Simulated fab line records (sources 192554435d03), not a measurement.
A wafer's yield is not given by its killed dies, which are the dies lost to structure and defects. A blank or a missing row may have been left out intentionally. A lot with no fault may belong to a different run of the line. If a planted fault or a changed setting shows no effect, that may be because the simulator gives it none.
Matching of chambers    flow n5 finfet    4 sister chambers for N5_BEOL_M7_ALD_77 on ald metal-02
The step deposits TaN, target thk 2 nm, pulse time 2 s, purge time 3 s. 7 wafers are shown with their chamber, then 7 later ones without.

## WAFERS WITH THEIR CHAMBER
wafer   chamber  heater power w (W)
L080.3  2        387
L084.5  3        377
L085.1  2        393
L085.4  3        371
L085.6  1        418
L088.1  1        416
L088.2  0        381

## WAFERS WITH NO CHAMBER GIVEN
wafer   heater power w (W)
L088.6  388
L095.2  414
L095.3  396
L095.6  398
L093.3  367
L093.4  404
L093.6  375

## WHICH CHAMBER EACH ONE RAN IN
wafer    from the rows above       in truth
L088.6   can't be placed: 2 or 0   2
L095.2   1                         1
L095.3   2                         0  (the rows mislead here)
L095.6   2                         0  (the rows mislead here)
L093.3   can't be placed: 3 or 0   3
L093.4   can't be placed: 1 or 2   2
L093.6   can't be placed: 3 or 0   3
1 of 7 placed correctly. Not placeable from these rows: 4 (in 4, the candidates include the true chamber). Wrongly placed: 2.
How it was worked out, from the rows above alone: a wafer's distance from a chamber is the root of the sum, over the readings, of the square of ((its reading less the chamber's mean) divided by the reading's scatter). If the next closest chamber is less than 2 further off than the closest, the wafer can't be placed; otherwise it belongs to the closest. Each chamber's mean is taken over the wafers shown for it. The scatter: take each reading less its chamber's mean, square it, sum over the shown wafers, divide by the number of wafers less the number of chambers, and take the root.
